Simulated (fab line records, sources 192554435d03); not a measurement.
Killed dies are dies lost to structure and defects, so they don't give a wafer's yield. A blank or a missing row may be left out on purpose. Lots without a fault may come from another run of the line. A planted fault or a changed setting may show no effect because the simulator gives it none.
Chamber matching | flow n5_finfet | N5_BEOL_M10_DESCUM_33 on rie_diel-05: 4 sister chambers
The step chemistry O2, time 7.9 s. 4 wafers are shown with their chamber, then 8 later ones without.

WAFERS WITH THEIR CHAMBER
wafer  | chamber | drypump_motor_current_A (A)
L083.3 | 1       | 5.81
L090.2 | 3       | 5.85
L090.4 | 2       | 6.16
L094.1 | 0       | 5.59

WAFERS WITHOUT THEIR CHAMBER
wafer  | drypump_motor_current_A (A)
L094.2 | 5.85
L094.3 | 6.14
L097.1 | 5.58
L097.5 | 6.15
L097.6 | 5.81
L095.1 | 5.82
L095.4 | 6.17
L095.5 | 5.81

WHICH CHAMBER EACH WENT THROUGH
wafer  | from the rows above     | in truth
L094.2 | 3                       | 3
L094.3 | 2                       | 2
L097.1 | 0                       | 0
L097.5 | 2                       | 2
L097.6 | 1                       | 1
L095.1 | can't be placed: 1 or 3 | 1
L095.4 | 2                       | 2
L095.5 | 1                       | 1
Placed correctly: 7 of 8. Can't be placed from these rows: 1 (the true chamber is among the candidates in 1). Placed wrongly: 0.
How it was worked out, from the rows above alone: a wafer's distance from a chamber is the root of the sum, over the readings, of the square of ((its reading less the chamber's mean) divided by the reading's scatter). The wafer belongs to the nearest chamber; if the next one is less than 2 further off, it can't be placed. A chamber's mean is the mean of its shown wafers. The scatter: with one shown wafer a chamber, the root of the mean of the squares of how far each hidden wafer lies from its nearest shown one.
